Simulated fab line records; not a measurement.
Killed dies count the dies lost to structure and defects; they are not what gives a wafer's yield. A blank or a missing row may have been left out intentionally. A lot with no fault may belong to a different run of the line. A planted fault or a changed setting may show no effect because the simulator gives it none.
Matching of chambers + flow nand-harc + NHARC_P_M0_DEP_32 on pecvd-02: 3 sister chambers
The step deposits SiCN, target thk 30 nm. 6 wafers are shown with their chamber, then 7 later ones without.

== WAFERS PAIRED WITH THEIR CHAMBERS ==
| wafer  | chamber | showerhead-vpp-V (V) | rf-fwd-power-W (W) |
|--------|---------|----------------------|--------------------|
| L080.6 | 2       | 1415                 | 449.3              |
| L088.3 | 0       | 1304                 | 450.5              |
| L088.4 | 2       | 1386                 | 449.4              |
| L088.6 | 1       | 1404                 | 450.4              |
| L089.1 | 0       | 1335                 | 447.7              |
| L089.2 | 1       | 1397                 | 448.4              |

== WAFERS MISSING THEIR CHAMBER ==
| wafer  | showerhead-vpp-V (V) | rf-fwd-power-W (W) |
|--------|----------------------|--------------------|
| L089.6 | 1412                 | 448.3              |
| L095.2 | 1384                 | 449.2              |
| L095.5 | 1368                 | 449.4              |
| L095.6 | 1397                 | 450.2              |
| L096.2 | 1403                 | 448.0              |
| L096.3 | 1395                 | 450.6              |
| L096.5 | 1393                 | 447.4              |

== EACH ONE'S CHAMBER ==
| wafer  | from the rows above          | in truth |
|--------|------------------------------|----------|
| L089.6 | can't be placed: 2 or 1      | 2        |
| L095.2 | can't be placed: 2 or 1      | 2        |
| L095.5 | can't be placed: 1 or 2 or 0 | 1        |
| L095.6 | can't be placed: 1 or 2      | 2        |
| L096.2 | can't be placed: 2 or 1      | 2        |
| L096.3 | can't be placed: 1 or 2      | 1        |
| L096.5 | can't be placed: 2 or 1      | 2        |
Placed correctly: 0 of 7. Unplaceable from these rows: 7, with the true chamber sitting among the candidates in 7. Number placed wrongly: 0.
How it was worked out, from the rows above alone: a wafer's distance from a chamber is the root of the sum, over the readings, of the square of ((its reading less the chamber's mean) divided by the reading's scatter). The wafer belongs to the nearest chamber; if the next one is less than 2 further off, it can't be placed. The mean given for a chamber averages the wafers shown for that chamber. The scatter: the root of (the sum of the squares of (reading less its chamber's mean) over the shown wafers, divided by (wafers less chambers)).
